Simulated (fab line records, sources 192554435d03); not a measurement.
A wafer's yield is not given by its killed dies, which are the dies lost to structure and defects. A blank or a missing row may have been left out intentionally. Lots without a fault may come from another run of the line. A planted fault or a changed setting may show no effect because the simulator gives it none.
2 desks, one fault ; flow n5-finfet ; only its own numbers are on each desk; what lay behind them is given at the end

FROM THE METROLOGY DESK
What the gauges read for every lot (on any tool): the sampled wafers with a number, averaged. Marked OUT: a lot whose mean sits more than 4 standard deviations from the usual mean, which makes it out of limits; the brackets give that distance.
Columns: A = cd-nm at N5_MIM_TOP_LITHO_CD_MEAS_08, usual 2000.3 nm
lot;first seen here;A
L975;day 12 16:07;2001.3
L976;day 13 06:28;1998.3
L982;day 14 05:17;2001.3
L980;day 14 07:13;2001.2
L981;day 14 14:52;1999.2
L983;day 15 01:43;1998.4
L985;day 15 19:25;2000.3
L984;day 15 20:23;1989.3 (-5.5) OUT
L987;day 16 03:36;1998.8
L991;day 16 08:20;1992.0 (-4.1) OUT
L995;day 17 22:14;1999.5
L997;day 17 22:48;1999.8
This desk finds L984, L991 out of limits, L984 being first, at day 15 20:23 (cd-nm at N5_MIM_TOP_LITHO_CD_MEAS_08). L975, L976, L982, L980, L981, L983, L985, L987, L995, L997 stayed within limits.

AT THE TOOL OWNER'S DESK: krf-scanner-02
The tool's own readings at N5_MIM_TOP_LITHO_EXPOSE_05 (exposes mask MIM TOP, target cd 2000 nm): means of the sampled wafers that have a number, for each lot that ran on this tool. Marked OUT: a lot whose mean sits more than 4 standard deviations from the usual mean, which makes it out of limits; the brackets give that distance.
Columns: A = focus-offset-nm at N5_MIM_TOP_LITHO_EXPOSE_05, usual -0.1 nm
lot;first seen here;A
L982;day 14 05:06;0.0
L981;day 14 14:43;0.2
L983;day 15 01:32;0.0
L985;day 15 19:15;0.2
L984;day 15 20:13;-0.3
L991;day 16 08:10;-0.3
This desk found nothing out of limits on any of the 6 lots.

BROUGHT TOGETHER
Metrology desk: alarm possible at day 15 20:23 on L984, L991.
The desk of the tool owner found nothing out of limits.
The tool owner's desk has L984, L991 on record, within its limits.
All the named lots went through N5_MIM_TOP_LITHO_EXPOSE_05 on krf-scanner-02.

WHAT THE SIMULATOR HAD INSERTED
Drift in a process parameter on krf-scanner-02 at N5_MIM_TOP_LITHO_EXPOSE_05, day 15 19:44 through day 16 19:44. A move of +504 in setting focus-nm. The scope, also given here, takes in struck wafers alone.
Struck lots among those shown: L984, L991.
Delay in hours, fault start to first out-of-limits reading, per desk: metrology desk 1.
